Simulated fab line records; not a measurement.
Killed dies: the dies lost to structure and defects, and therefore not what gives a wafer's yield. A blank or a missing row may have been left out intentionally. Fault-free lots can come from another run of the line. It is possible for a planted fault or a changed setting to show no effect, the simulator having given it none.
Chamber matching + flow nand_harc + 4 sister chambers for NHARC_THIN_TSV_CMP_21 on cmp-03
The step polishes, t overpolish 30 s, target thk 2000 nm. 8 wafers are shown with their chamber, then 7 later ones without.

## EACH WAFER AND ITS CHAMBER
| wafer  | chamber | motor_current_A (A) | overpolish_run_s (s) |
|--------|---------|---------------------|----------------------|
| L346.2 | 0       | 13.9                | 30.005               |
| L346.3 | 1       | 12.2                | 29.988               |
| L346.6 | 3       | 11.4                | 29.996               |
| L343.1 | 3       | 10.8                | 29.993               |
| L343.2 | 2       | 9.8                 | 29.995               |
| L343.3 | 0       | 13.9                | 29.999               |
| L352.1 | 2       | 10.5                | 29.995               |
| L352.2 | 1       | 11.4                | 30.010               |

## WAFERS WITHOUT THEIR CHAMBER
| wafer  | motor_current_A (A) | overpolish_run_s (s) |
|--------|---------------------|----------------------|
| L352.6 | 11.6                | 30.006               |
| L356.1 | 11.1                | 29.983               |
| L356.5 | 11.4                | 30.002               |
| L356.6 | 10.4                | 29.988               |
| L360.2 | 11.9                | 30.003               |
| L360.3 | 12.9                | 29.996               |
| L360.4 | 10.3                | 29.999               |

## THE CHAMBER EACH PASSED THROUGH
| wafer  | from the rows above          | in truth |
|--------|------------------------------|----------|
| L352.6 | can't be placed: 1 or 3      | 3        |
| L356.1 | can't be placed: 3 or 1 or 2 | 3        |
| L356.5 | can't be placed: 1 or 3      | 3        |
| L356.6 | can't be placed: 2 or 3      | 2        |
| L360.2 | can't be placed: 1 or 3      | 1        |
| L360.3 | can't be placed: 0 or 1 or 3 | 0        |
| L360.4 | can't be placed: 2 or 3      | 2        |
Correct placement for 0 of the 7. These rows do not allow placing 7 (true chamber among the candidates in 7). Wrongly placed: 0.
How it was worked out, from the rows above alone: a wafer's distance from a chamber is the root of the sum, over the readings, of the square of ((its reading less the chamber's mean) divided by the reading's scatter). If the next closest chamber is less than 2 further off than the closest, the wafer can't be placed; otherwise it belongs to the closest. Each chamber's mean is taken over the wafers shown for it. How the scatter is found: for the shown wafers, subtract from each reading the mean of its chamber, square and add these, divide the total by (wafers less chambers), then take the root.
